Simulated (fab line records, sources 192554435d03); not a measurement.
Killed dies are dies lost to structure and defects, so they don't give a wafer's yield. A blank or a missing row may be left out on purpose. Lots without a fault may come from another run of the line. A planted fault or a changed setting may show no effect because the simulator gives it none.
Chamber matching | flow n5_finfet | N5_SDB_CUT_ETCH_26 on rie_si-01: 4 sister chambers
The step etches Si in HBr/Cl2/O2, target depth 129.6 nm, bt time 20 s, time 51.8 s. 8 wafers are shown with their chamber, then 8 later ones without.

WAFERS WITH THEIR CHAMBER
wafer  | chamber | drypump_motor_current_A (A) | oes_product_au (a.u.)
L076.2 | 0       | 5.8                         | 0.985
L083.1 | 3       | 6.2                         | 0.980
L083.2 | 0       | 5.8                         | 0.985
L083.6 | 2       | 6.1                         | 0.995
L087.1 | 2       | 6.1                         | 0.996
L087.2 | 3       | 6.2                         | 0.979
L087.6 | 1       | 6.0                         | 1.024
L091.3 | 1       | 5.9                         | 1.017

WAFERS WITHOUT THEIR CHAMBER
wafer  | drypump_motor_current_A (A) | oes_product_au (a.u.)
L091.4 | 6.2                         | 0.987
L091.6 | 5.9                         | 1.023
L092.3 | 5.9                         | 1.016
L092.5 | 5.9                         | 1.015
L092.6 | 5.8                         | 0.987
L097.2 | 5.9                         | 1.016
L097.3 | 6.2                         | 0.989
L097.6 | 6.1                         | 0.996

WHICH CHAMBER EACH WENT THROUGH
wafer  | from the rows above     | in truth
L091.4 | can't be placed: 3 or 2 | 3
L091.6 | 1                       | 1
L092.3 | 1                       | 1
L092.5 | 1                       | 1
L092.6 | 0                       | 0
L097.2 | 1                       | 1
L097.3 | can't be placed: 3 or 2 | 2
L097.6 | 2                       | 2
Placed correctly: 6 of 8. Can't be placed from these rows: 2 (the true chamber is among the candidates in 2). Placed wrongly: 0.
How it was worked out, from the rows above alone: a wafer's distance from a chamber is the root of the sum, over the readings, of the square of ((its reading less the chamber's mean) divided by the reading's scatter). The wafer belongs to the nearest chamber; if the next one is less than 2 further off, it can't be placed. A chamber's mean is the mean of its shown wafers. The scatter: the root of (the sum of the squares of (reading less its chamber's mean) over the shown wafers, divided by (wafers less chambers)).
